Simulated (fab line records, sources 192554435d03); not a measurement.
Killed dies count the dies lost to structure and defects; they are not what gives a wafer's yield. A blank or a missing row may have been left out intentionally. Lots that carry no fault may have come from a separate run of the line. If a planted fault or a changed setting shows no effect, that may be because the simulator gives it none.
fab line records    flow n5Finfet
[record] lots = 7  wafers = 21  lastDay = 18
route steps=1938 shown FIN_SAQP@125 BEOL_M4@1111 PASSIVATION@1936
lots that met no fault: taken from a fault-free run of the same line
startH: the number of hours between the record's first day and the start of the first shown wafer of the lot    waitH: hours elapsed since this lot's preceding step    " the same as in the row above    L1.1+2: several wafers, shown together as one row    - value missing, or start not given    * or withheld: withheld    < > ~ a bound
route shown NAME@n: a module of which the file shows steps, and the number in the route of the first    usual: mean/standard deviation of fault-free wafers    same: alike in all rows    chamber/n: place in a boat    sites: per-site readings    _std_site: standard deviation of those values    _edge_site: mean of outer sites minus mean of inner sites    radiusMm: for every site, how far away it sits from the centre of the wafer    mask NAME#n: copy n    behind: tool/chamber where the wafer was last shaped    hold: why the lot was held/for how many hours/how that ended    device: whichever transistor did not switch (one of n, p or np)    end of line: tests of these same wafers at the route's end    a step without rows: its recipe alone    killed: not the wafer's yield, but the dies lost to structure and defects at the first sort    map: the dies of a wafer, with x for killed, . for not killed, _ for no die there
set.NAME: setting as actually run; set.NAME@STEP: the setting as run at that earlier step    model.NAME: the simulator's own value behind a step, which no gauge read
the route's steps for a sample of lots (tables are steps, rows are wafers)
services: from which hour (startH, from the record's first day; less than 0 if before it) a tool's chamber was out of use, for how many hours, and why
[[steps]]
[step N5_FIN_SAQP_SPACER1_ALD_24]
[recipe] material = SiO2  targetThkA = 203  tempC = 300  aldPrecursorFamily = BDEAS  aldCoReactant = O2-plasma  pulseTimeS = 1  purgeTimeS = 2  coReactantPurgeTimeS = 2  aldCycles = 218  pressureTorr = 2
[usual] heaterPowerW = 467/39  precursorPulseHeightRel = 1.001/0.019
lot.wafer  tool       chamber  startH  waitH  heaterPowerW  precursorPulseHeightRel
L317.4     aldSin-03  0        35.20   0.1    407           0.991
L317.5     "          3        "       "      421           0.986
L317.6     "          2        "       "      457           0.977
L329.1     aldSin-01  2        106.75  0.3    499           0.993
L329.5     "          2        "       "      483           0.983
L329.6     "          3        "       "      479           1.057
L334.1     aldSin-01  1        137.09  0.4    452           1.017
L334.2     "          2        "       "      487           0.957
L334.4     "          3        "       "      471           1.009
L335.1     aldSin-03  2        142.56  0.3    449           1.008
L335.5     "          1        "       "      454           1.000
L335.6     "          0        "       "      415           0.976
L336.3     aldSin-04  0        149.54  0.4    532           1.005
L336.5     "          1        "       "      480           0.990
L336.6     "          0        "       "      528           1.022
L337.1     aldSin-01  3        156.08  0.9    477           1.000
L337.2     "          0        "       "      532           1.031
L337.4     "          2        "       "      497           1.003
L338.2     aldSin-01  3        161.18  0.5    488           0.983
L338.3     "          2        "       "      491           0.986
L338.5     "          3        "       "      467           1.062
[step N5_FIN_SAQP_MANDREL_ETCH_58]
[recipe] chemistry = HBr/Cl2  target = a-Si  targetDepthA = 450  btTimeS = 10  stopOn = SiNx  maskMaterial = SiO2  overEtchFrac = 0.8  timeS = 27  pressureMtorr = 10  icpW = 800  biasW = 75  HBr_flow_sccm = 150  Cl2_flow_sccm = 80  ends = endPoint
[usual] HBr_flow_sccm = 150.1/0.44  biasW = 75.01/0.24  chamberPressureMTorr = 10.001/0.0093  drypumpMotorCurrentA = 5.6/0.41  oesProductAu = 0.697/0.015  overEtchFrac = 0.8/0  rfFwdPowerW = 793.3/2.6  throttleValvePct = 35.57/0.24
lot.wafer  tool      chamber  startH  waitH  HBr_flow_sccm  biasW  chamberPressureMTorr  drypumpMotorCurrentA  oesProductAu  overEtchFrac  rfFwdPowerW  rfHoursCounterH  throttleValvePct
L317.4     rieSi-01  2        36.31   0.0    150.0          75.25  10.004                5.0                   0.675         0.8           789.0        45               35.75
L317.5     "         1        "       "      150.5          74.85  9.999                 6.3                   0.699         0.8           793.4        -                35.52
L317.6     "         0        "       "      150.4          75.09  9.998                 5.5                   0.676         0.8           797.4        -                35.42
L329.1     rieSi-06  3        108.02  0.0    150.5          74.94  10.005                5.8                   0.689         0.8           795.0        1                35.48
L329.5     "         3        "       "      150.3          75.02  9.997                 5.8                   0.690         0.8           796.6        -                35.44
L329.6     "         0        "       "      150.6          75.46  10.012                5.2                   0.690         0.8           794.7        -                35.38
L334.1     rieSi-06  1        138.20  0.0    -              -      -                     -                     -             -             -            -                -
L334.2     "         0        "       "      -              -      -                     -                     -             -             -            -                -
L334.4     "         2        "       "      -              -      -                     -                     -             -             -            -                -
L335.1     rieSi-01  0        143.66  0.0    -              -      -                     -                     -             -             -            -                -
L335.5     "         0        "       "      -              -      -                     -                     -             -             -            -                -
L335.6     "         3        "       "      -              -      -                     -                     -             -             -            -                -
L336.3     rieSi-03  2        150.64  0.0    150.1          75.28  10.000                5.3                   0.691         0.8           792.2        8                35.90
L336.5     "         0        "       "      150.5          75.28  10.003                5.0                   0.734         0.8           800.2        -                35.68
L336.6     "         3        "       "      150.1          74.99  10.002                5.3                   0.732         0.8           790.1        -                35.41
L337.1     rieSi-06  0        157.20  0.0    150.3          74.82  10.010                5.2                   0.678         0.8           792.5        177              35.38
L337.2     "         3        "       "      149.9          75.16  10.006                5.8                   0.684         0.8           794.5        2                35.46
L337.4     "         1        "       "      150.7          74.84  10.004                5.8                   0.714         0.8           791.2        28               36.09
L338.2     rieSi-06  3        162.29  0.0    150.1          75.55  10.004                5.8                   0.691         0.8           794.7        2                35.44
L338.3     "         0        "       "      150.1          75.23  9.999                 5.2                   0.694         0.8           790.5        177              35.37
L338.5     "         0        "       "      150.1          75.02  9.997                 5.2                   0.692         0.8           789.0        -                35.37
[step N5_FIN_SAQP_ETCH_69]
[recipe] chemistry = N2/H2  target = SOC  targetDepthA = 1500  stopOn = SiNx  ionEnergyEv = 100  biasW = 61  pressureMtorr = 30  sourceW = 850  n2FlowSccm = 200  h2FlowSccm = 200
[usual] biasW = 61.00/0.19  chamberPressureMTorr = 30.00/0.03  drypumpMotorCurrentA = 5.7/0.38  oesProductAu = 0.74/0.068  rfFwdPowerW = 844.7/2.7  rfVppV = 240.6/1.6  showerheadPlenumPTorr = 2.54/0.085  throttleValvePct = 17.92/0.25
lot.wafer  tool        chamber  startH  waitH  biasW  chamberPressureMTorr  drypumpMotorCurrentA  oesProductAu  rfFwdPowerW  rfHoursCounterH  rfVppV  showerheadPlenumPTorr  throttleValvePct
L317.4     rieDiel-01  3        36.84   -      61.09  30.00                 5.5                   0.75          849.1        147              240.7   2.53                   17.69
L317.5     "           2        "       "      60.67  29.99                 5.8                   0.72          843.2        -                239.5   2.55                   17.86
L317.6     "           1        "       "      61.28  29.94                 5.4                   0.73          847.1        -                239.5   2.43                   18.29
L329.1     rieDiel-06  2        108.55  -      60.81  30.00                 5.3                   0.69          847.7        229              240.6   2.61                   17.96
L329.5     "           0        "       "      60.81  30.03                 6.5                   0.79          840.3        -                240.4   2.46                   17.72
L329.6     "           2        "       "      61.06  29.98                 5.4                   0.69          842.3        -                242.2   2.61                   17.98
L334.1     rieDiel-01  0        138.85  -      60.98  29.99                 5.5                   0.28          844.1        161              241.7   2.65                   17.87
L334.2     "           1        "       "      60.88  30.06                 5.4                   0.27          848.1        202              240.7   2.42                   18.31
L334.4     "           2        "       "      60.81  29.98                 5.8                   0.27          848.5        189              241.8   2.53                   17.88
L335.1     rieDiel-06  2        144.39  -      61.17  29.97                 5.3                   0.26          845.9        242              242.3   2.60                   17.93
L335.5     "           3        "       "      61.10  29.99                 5.6                   0.36          847.7        -                239.4   2.49                   17.91
L335.6     "           0        "       "      60.99  29.99                 6.5                   0.29          843.8        -                239.9   2.46                   17.70
L336.3     rieDiel-06  3        151.19  -      60.85  30.03                 5.6                   0.92          841.3        9                240.5   2.49                   17.97
L336.5     "           1        "       "      61.04  30.03                 5.5                   0.97          845.8        -                239.3   2.51                   17.42
L336.6     "           0        "       "      61.17  30.01                 6.5                   0.76          843.9        -                239.4   2.45                   17.76
L337.1     rieDiel-06  1        157.96  -      61.02  30.02                 5.5                   0.97          843.7        3                241.6   2.50                   17.42
L337.2     "           3        "       "      61.03  29.98                 5.5                   0.92          841.5        11               239.1   2.49                   17.98
L337.4     "           0        "       "      60.79  30.00                 6.5                   0.77          844.4        122              239.7   2.45                   17.76
L338.2     rieDiel-03  0        162.85  -      60.69  30.01                 5.4                   0.72          843.2        174              237.1   2.42                   17.79
L338.3     "           2        "       "      60.85  29.97                 5.8                   0.93          842.9        6                241.7   2.71                   17.79
L338.5     "           1        "       "      61.31  29.99                 5.7                   0.69          845.7        -                242.3   2.63                   18.34
[step N5_FIN_SAQP_STRIP_70]
[recipe] chemistry = N2/H2  powerW = 500  tempC = 40  pressureMtorr = 50  rfFrequencyHz = 6e+07  overashFraction = 0.3  biasPowerW = 28  h2Frac = 0.5  n2FlowSccm = 300  h2FlowSccm = 300
[usual] chamberPressureMTorr = 50.00/0.05  drypumpMotorCurrentA = 5.7/0.38  oesProductAu = 0.75/0.068  rfFwdPowerW = 495.2/1.9  rfVppV = 121.9/1.1  showerheadPlenumPTorr = 3.35/0.11  throttleValvePct = 19.0/0.38
lot.wafer  tool        chamber  startH  waitH  chamberPressureMTorr  drypumpMotorCurrentA  oesProductAu  rfFwdPowerW  rfHoursCounterH  rfVppV  showerheadPlenumPTorr  throttleValvePct
L317.4     rieDiel-01  3        36.94   0.0    49.97                 5.5                   0.77          495.4        147              121.9   3.34                   18.7
L317.5     "           2        "       "      49.97                 5.8                   0.73          492.5        -                121.1   3.37                   18.7
L317.6     "           1        "       "      50.00                 5.4                   0.74          494.6        -                123.0   3.22                   19.4
L329.1     rieDiel-06  2        108.65  0.0    49.98                 5.4                   0.71          498.7        229              123.2   3.44                   19.2
L329.5     "           0        "       "      50.01                 6.5                   0.79          493.4        -                120.4   3.25                   18.6
L329.6     "           2        "       "      50.01                 5.4                   0.71          496.6        -                122.7   3.44                   19.1
L334.1     rieDiel-01  0        138.95  0.0    50.05                 5.5                   0.75          491.8        161              121.9   3.49                   19.3
L334.2     "           1        "       "      49.93                 5.3                   0.72          494.7        202              120.1   3.20                   19.4
L334.4     "           2        "       "      50.14                 5.9                   0.71          493.4        189              121.3   3.35                   18.8
L335.1     rieDiel-06  2        144.49  0.0    49.89                 5.4                   0.69          498.1        242              124.2   3.44                   19.2
L335.5     "           3        "       "      50.07                 5.6                   0.94          495.6        -                122.7   3.30                   19.3
L335.6     "           0        "       "      50.10                 6.5                   0.76          493.8        -                121.3   3.25                   18.6
L336.3     rieDiel-06  3        151.29  0.0    50.00                 5.5                   0.94          494.5        9                121.9   3.30                   19.3
L336.5     "           1        "       "      50.01                 5.5                   0.97          498.4        -                120.5   3.31                   18.6
L336.6     "           0        "       "      50.02                 6.5                   0.77          493.3        -                121.1   3.25                   18.6
L337.1     rieDiel-06  1        158.06  0.0    50.05                 5.5                   0.97          497.7        3                120.5   3.31                   18.6
L337.2     "           3        "       "      50.05                 5.5                   0.94          496.1        11               121.9   3.30                   19.3
L337.4     "           0        "       "      50.04                 6.5                   0.77          495.6        122              120.7   3.25                   18.7
L338.2     rieDiel-03  0        162.95  0.0    50.00                 5.4                   0.74          497.1        174              120.3   3.21                   19.0
L338.3     "           2        "       "      50.07                 5.7                   0.96          495.9        7                123.2   3.57                   19.0
L338.5     "           1        "       "      50.02                 5.7                   0.69          492.2        -                122.0   3.47                   19.7
[step N5_FIN_SAQP_RECESS_71]
[recipe] chemistry = HF/NH3  target = SiO2  targetDepthA = 30  afsCycles = 1  tempC = 30  sublimationTempC = 180  sublimationTimeS = 60
[usual] drypumpMotorCurrentA = 5.76/0.3
lot.wafer  tool          chamber  startH  waitH  drypumpMotorCurrentA
L317.4     vaporEtch-02  0        37.04   0.1    6.18
L317.5     "             1        "       "      5.57
L317.6     "             0        "       "      6.17
L329.1     vaporEtch-01  1        108.71  0.0    5.81
L329.5     "             1        "       "      5.82
L329.6     "             0        "       "      5.43
L334.1     vaporEtch-02  0        139.01  0.0    6.19
L334.2     "             1        "       "      5.57
L334.4     "             1        "       "      5.57
L335.1     vaporEtch-01  0        144.55  0.0    5.44
L335.5     "             1        "       "      5.83
L335.6     "             0        "       "      5.44
L336.3     vaporEtch-01  1        151.39  0.1    5.85
L336.5     "             1        "       "      5.84
L336.6     "             0        "       "      5.45
L337.1     vaporEtch-02  1        158.12  0.0    5.57
L337.2     "             0        "       "      6.23
L337.4     "             0        "       "      6.21
L338.2     vaporEtch-01  0        163.01  0.0    5.42
L338.3     "             1        "       "      5.85
L338.5     "             1        "       "      5.87
[step N5_FIN_SAQP_SPACER2_ETCHBACK_29]
[recipe] chemistry = CHF3/O2  mode = anisotropicEtchback  target = SiO2  targetDepthA = 122  timeS = 6.1  pressureMtorr = 30  sourceW = 650  biasW = 170  Ar_flow_sccm = 200  CHF3_flow_sccm = 50  O2_flow_sccm = 5  ionEnergyEv = 200
[usual] CHF3_flow_sccm = 50.01/0.15  chamberPressureMTorr = 30.000/0.027  drypumpMotorCurrentA = 5.6/0.36  oes_f_703_au = 0.74/0.056  oesProductAu = 0.74/0.061  rfFwdPowerW = 646.1/2.1  rfVppV = 525/7  showerheadPlenumPTorr = 2.40/0.079  throttleValvePct = 19.01/0.23
lot.wafer  tool        chamber  startH  waitH  CHF3_flow_sccm  chamberPressureMTorr  drypumpMotorCurrentA  oes_f_703_au  oesProductAu  rfFwdPowerW  rfHoursCounterH  rfVppV  showerheadPlenumPTorr  throttleValvePct
L317.4     rieDiel-01  0        37.47   0.0    50.38           29.982                5.5                   0.75          0.77          647.0        129              530     2.52                   18.84
L317.5     "           1        "       "      49.90           30.051                5.3                   0.76          0.73          650.4        -                521     2.31                   19.35
L317.6     "           2        "       "      50.22           30.059                5.8                   0.74          0.74          648.0        -                512     2.41                   18.97
L329.1     rieDiel-01  1        109.44  0.2    50.05           29.988                5.3                   0.74          0.73          646.9        193              521     2.30                   19.37
L329.5     "           0        "       "      49.95           30.019                5.5                   0.73          0.75          642.1        -                529     2.51                   18.87
L329.6     "           1        "       "      50.18           29.989                5.3                   0.74          0.73          647.5        -                520     2.30                   19.38
L334.1     rieDiel-01  2        139.50  0.2    50.04           30.031                5.8                   0.71          0.27          645.3        189              514     2.40                   18.91
L334.2     "           0        "       "      49.96           29.957                5.5                   0.73          0.28          644.5        161              529     2.50                   18.79
L334.4     "           3        "       "      49.73           29.972                5.5                   0.72          0.28          643.7        182              526     2.39                   18.75
L335.1     rieDiel-01  2        145.12  0.2    50.01           29.997                5.8                   0.72          0.27          644.4        191              513     2.40                   18.89
L335.5     "           0        "       "      50.03           30.007                5.5                   0.73          0.28          648.1        -                530     2.50                   18.79
L335.6     "           3        "       "      49.87           29.982                5.5                   0.72          0.28          645.7        -                527     2.39                   18.73
L336.3     rieDiel-06  3        151.82  0.2    50.00           30.022                5.5                   0.92          0.94          647.1        9                522     2.37                   19.07
L336.5     "           2        "       "      49.99           29.925                5.4                   0.68          0.69          647.4        -                536     2.46                   18.99
L336.6     "           3        "       "      50.32           29.984                5.5                   0.92          0.94          648.4        -                520     2.37                   19.08
L337.1     rieDiel-01  3        158.59  0.2    49.85           30.004                5.5                   0.72          0.73          646.6        188              526     2.39                   18.85
L337.2     "           1        "       "      50.05           29.974                5.3                   0.73          0.72          647.5        208              521     2.30                   19.42
L337.4     "           2        "       "      49.93           30.017                5.8                   0.71          0.71          645.0        195              513     2.39                   19.02
L338.2     rieDiel-03  1        163.56  0.2    49.78           30.032                5.7                   0.71          0.69          642.3        242              521     2.49                   19.34
L338.3     "           3        "       "      49.87           29.971                6.6                   0.83          0.83          645.1        66               534     2.54                   18.70
L338.5     "           0        "       "      49.94           29.992                5.4                   0.72          0.72          651.1        -                527     2.31                   18.92
[step N5_BEOL_M4_RC_MEAS_101]
[usual] DIBL_N = 36.4/1.6  DIBL_P = 36.2/1.8  IOFF_N = 0.159/0.029  IOFF_P = 0.21/0.034  ION_N = 670/12  ION_P = 459/8.2  SS_N = 71.5/0.59  SS_P = 73.2/0.54  VT_N = 250/3.3  VT_P = -250/3.7
lot.wafer  tool       chamber  startH  waitH  DIBL_N[mV/V]  DIBL_P[mV/V]  IOFF_N[nA/um]  IOFF_P[nA/um]  ION_N[uA/um]  ION_P[uA/um]  SS_N[mV/dec]  SS_P[mV/dec]  VT_N[mV]  VT_P[mV]
L317.4     prober-02  0        204.10  0.5    34.8          33.3          0.133          0.20           674           465           70.2          73.3          252       -249
L317.5     "          0        "       "      37.0          35.7          0.170          0.24           685           464           71.5          72.6          248       -247
L317.6     "          0        "       "      36.3          34.5          0.144          0.22           658           459           71.6          73.3          252       -247
L329.1     prober-02  0        258.39  0.0    35.5          35.8          0.130          0.20           656           452           71.0          73.0          253       -251
L329.5     "          0        "       "      35.2          35.1          0.126          0.18           668           461           70.8          72.8          254       -252
L329.6     "          0        "       "      36.1          32.9          0.127          0.15           643           445           72.0          72.8          256       -255
L336.3     prober-02  0        311.25  0.3    35.5          34.9          0.113          0.14           649           443           71.2          72.3          257       -262
L336.5     "          0        "       "      38.6          39.7          0.190          0.20           673           453           72.2          73.7          250       -253
L336.6     "          0        "       "      36.9          37.1          0.152          0.16           675           455           71.9          72.9          251       -258
L337.1     prober-01  0        331.48  0.0    36.1          37.1          0.157          0.22           657           458           71.7          73.4          253       -250
L337.2     "          0        "       "      37.3          39.1          0.196          0.26           689           472           71.7          73.6          247       -248
L337.4     "          0        "       "      33.1          34.9          0.117          0.19           652           460           70.8          72.5          253       -250
L338.2     prober-02  0        335.34  0.2    37.0          37.7          0.179          0.27           671           468           72.1          73.9          248       -245
L338.3     "          0        "       "      32.8          33.8          0.114          0.20           657           466           70.8          72.3          255       -246
L338.5     "          0        "       "      32.9          34.5          0.119          0.23           660           464           70.8          73.0          249       -247
[step N5_PASSIVATION_PROBE_49]
[usual] defectLimitedYield = 91.1/1.5  killed_at_M0_to_M3 = 33/9.9  killed_at_M4_up = 14/5.2  killedAtContacts = 12/6.7  killedAtFrontEnd = 43/13  killedAtOther = 3.4/2.7  killedDies = 105/17  killedOnRim = 14/4.2  killedOpen = 69/13  killedShort = 33/7.5  sort_bin_5_function = 5.2/0.91  sort_bin_6_memory = 3.3/0.71  sort_bin_8_speed = 0.00/0.032  sortNPass = 1075/17  sortYieldPct = 91.1/1.5
[same] grossDies = 1180  killedAtBackSide = 0  sort_bin_4_leakage[%] = 0
lot.wafer  tool       chamber  startH  waitH  defectLimitedYield[%]  killed_at_M0_to_M3  killed_at_M4_up  killedAtContacts  killedAtFrontEnd  killedAtOther  killedDies  killedOnRim  killedOpen  killedShort  sort_bin_5_function[%]  sort_bin_6_memory[%]  sort_bin_8_speed[%]  sortNPass  sortYieldPct[%]
L334.1     prober-01  -        405.58  0.0    0                      40                  10               13                1115              2              1180        152          75          35           96.4                    3.4                   0                    0          0
L334.2     prober-01  -        405.63  0.1    0                      27                  17               8                 1121              7              1180        152          72          25           96.8                    2.9                   0                    0          0
L334.4     prober-01  -        405.73  0.2    0                      23                  10               10                1134              3              1180        152          55          34           96.8                    2.7                   0                    0          0
L335.1     prober-02  -        406.77  0.0    0                      38                  20               8                 1112              2              1180        152          65          38           96.5                    3.2                   0                    0          0
L335.5     prober-02  -        406.97  0.2    0                      29                  20               12                1117              2              1180        152          71          34           95.9                    3.7                   0                    0          0
L335.6     prober-02  -        407.02  0.3    0                      26                  19               17                1117              1              1180        152          60          39           96.9                    2.8                   0                    0          0
// killed by level:class
L334.1 FIN_SAQP:areaEtch=1069 BEOL_M2:geometricParticle:open=14 MOL_CONTACT_COAG:geometricParticle:open=11 DUMMY_GATE:geometricParticle:open=9 FIN_SAQP:geometricParticle:short=8 BEOL_M0_SAQP:geometricParticle:open=7 BEOL_M0_SAQP:geometricParticle:short=7 BEOL_M3:geometricParticle:open=5
L334.2 FIN_SAQP:areaEtch=1079 DUMMY_GATE:geometricParticle:open=9 BEOL_M1:geometricParticle:open=9 STARTING-WAFER:geometricParticle:open=8 MOL_CONTACT_COAG:geometricParticle:open=7 FIN_SAQP:geometricParticle:open=5 BEOL_M0_SAQP:geometricParticle:short=5 STARTING-WAFER:geometricParticle:short=5
L334.4 FIN_SAQP:areaEtch=1088 MOL_CONTACT_COAG:geometricParticle:open=9 DUMMY_GATE:geometricParticle:open=8 FIN_SAQP:geometricParticle:open=7 STI_FIN_REVEAL:geometricParticle:open=7 BEOL_M0_SAQP:geometricParticle:open=7 FIN_SAQP:geometricParticle:short=6 DUMMY_GATE:geometricParticle:short=4
L335.1 FIN_SAQP:areaEtch=1076 BEOL_M1:geometricParticle:open=10 FIN_SAQP:geometricParticle:short=9 BEOL_M3:geometricParticle:open=9 FIN_SAQP:geometricParticle:open=8 MOL_CONTACT_COAG:geometricParticle:open=7 BEOL_M0_SAQP:geometricParticle:open=7 BEOL_M4:geometricParticle:open=7
L335.5 FIN_SAQP:areaEtch=1072 FIN_SAQP:geometricParticle:short=13 MOL_CONTACT_COAG:geometricParticle:open=11 FIN_SAQP:geometricParticle:open=10 BEOL_M3:geometricParticle:open=8 DUMMY_GATE:geometricParticle:open=7 BEOL_M4:geometricParticle:open=7 STI_FIN_REVEAL:geometricParticle:open=6
L335.6 FIN_SAQP:areaEtch=1081 MOL_CONTACT_COAG:geometricParticle:open=12 FIN_SAQP:geometricParticle:short=10 BEOL_M4:geometricParticle:open=10 BEOL_M1:geometricParticle:open=9 BEOL_M3:geometricParticle:open=6 FIN_SAQP:geometricParticle:open=5 STI_FIN_REVEAL:geometricParticle:open=5
[[services]]
tool          chamber  startH  hours  kind
rieDiel-03    2        13.72   2.6    repair
rieSi-01      0        16.50   6.5    repair
aldSin-03     -        30.29   0.7    repair
rieDiel-03    3        33.53   33.0   repair
aldSin-04     1        40.23   10.2   repair
vaporEtch-01  1        44.07   2.9    repair
aldSin-04     3        60.49   3.6    repair
vaporEtch-01  0        62.72   0.9    repair
vaporEtch-02  -        65.31   0.4    repair
aldSin-04     -        85.25   14.0   pm
rieDiel-01    1        95.89   7.1    repair
rieDiel-06    3        104.22  -      clean
rieDiel-06    3        104.22  -      consumableReplace:focusRing
rieDiel-06    3        104.22  26.0   scheduledDown
rieDiel-06    3        104.22  26.0   ventCycle
aldSin-03     2        108.13  17.3   repair
aldSin-03     1        117.65  21.3   repair
rieDiel-06    -        127.09  0.4    repair
rieDiel-06    1        130.24  -      clean
rieDiel-06    1        130.24  -      consumableReplace:focusRing
rieDiel-06    1        130.24  18.3   scheduledDown
rieDiel-06    1        130.24  18.3   ventCycle
rieSi-03      1        130.58  2.0    repair
aldSin-04     3        162.91  8.3    repair
[[key]]
[firstSign] step = N5_FIN_SAQP_MANDREL_ETCH_58  reading = toolRecord  direction = missing
[effect] step = N5_FIN_SAQP_ETCH_69  reading = oesProductAu  direction = down  sigmas = 6.7  usual = 0.74  struck = 0.29
[effect] step = N5_FIN_SAQP_SPACER2_ETCHBACK_29  reading = oesProductAu  direction = down  sigmas = 7.8  usual = 0.74  struck = 0.27
[effect] step = N5_PASSIVATION_PROBE_49  reading = sort_bin_5_function  direction = up  sigmas = 99+  usual = 5.2  struck = 96.6
[moreKillsBornAt] N5_FIN_SAQP_MANDREL_ETCH_58@rieSi-06 = 3232  N5_FIN_SAQP_MANDREL_ETCH_58@rieSi-01 = 3229
metAt N5_FIN_SAQP_MANDREL_ETCH_58
struckLots L334,L335
laterRowsLeftOut L334.1,L334.2,L334.4,L335.1,L335.5,L335.6
notActingAt N5_FIN_SAQP_SPACER1_ALD_24,N5_FIN_SAQP_STRIP_70,N5_FIN_SAQP_RECESS_71
onsetBetween 108.02 138.20
[fault] kind = skippedStepWhole  tool = rieSi-01,rieSi-06  chamber = -  onsetH = 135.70  steps = N5_FIN_SAQP_MANDREL_ETCH_58  scope = struckLotsOnly
// laterRowsLeftOut: the simulator's readings of these wafers behind a module that went badly wrong aren't trusted and aren't shown, but for the sort
